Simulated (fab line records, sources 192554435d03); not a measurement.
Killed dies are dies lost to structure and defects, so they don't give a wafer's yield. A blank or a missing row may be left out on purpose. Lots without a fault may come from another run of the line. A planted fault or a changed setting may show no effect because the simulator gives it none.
Chamber matching | flow n5_finfet | N5_BEOL_M6_DEP_56 on pecvd-04: 3 sister chambers
The step deposits SiCN from 3MS/NH3, target thk 10 nm, time 17.5 s. 6 wafers are shown with their chamber, then 9 later ones without.

WAFERS WITH THEIR CHAMBER
wafer  | chamber | throttle_valve_pct (%) | showerhead_plenum_p_Torr (Torr)
L089.3 | 0       | 8.8                    | 3.659
L090.2 | 2       | 7.9                    | 3.664
L090.5 | 2       | 8.3                    | 3.663
L091.1 | 1       | 10.6                   | 3.653
L091.4 | 1       | 10.2                   | 3.663
L091.5 | 0       | 9.0                    | 3.655

WAFERS WITHOUT THEIR CHAMBER
wafer  | throttle_valve_pct (%) | showerhead_plenum_p_Torr (Torr)
L095.1 | 10.4                   | 3.667
L095.2 | 9.0                    | 3.665
L095.3 | 8.2                    | 3.671
L094.2 | 9.1                    | 3.657
L094.3 | 10.4                   | 3.662
L094.6 | 9.2                    | 3.657
L097.2 | 8.1                    | 3.667
L097.4 | 10.6                   | 3.660
L097.5 | 9.2                    | 3.655

WHICH CHAMBER EACH WENT THROUGH
wafer  | from the rows above     | in truth
L095.1 | 1                       | 1
L095.2 | can't be placed: 0 or 2 | 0
L095.3 | 2                       | 2
L094.2 | 0                       | 0
L094.3 | 1                       | 1
L094.6 | 0                       | 0
L097.2 | 2                       | 2
L097.4 | 1                       | 1
L097.5 | 0                       | 0
Placed correctly: 8 of 9. Can't be placed from these rows: 1 (the true chamber is among the candidates in 1). Placed wrongly: 0.
How it was worked out, from the rows above alone: a wafer's distance from a chamber is the root of the sum, over the readings, of the square of ((its reading less the chamber's mean) divided by the reading's scatter). The wafer belongs to the nearest chamber; if the next one is less than 2 further off, it can't be placed. A chamber's mean is the mean of its shown wafers. The scatter: the root of (the sum of the squares of (reading less its chamber's mean) over the shown wafers, divided by (wafers less chambers)).
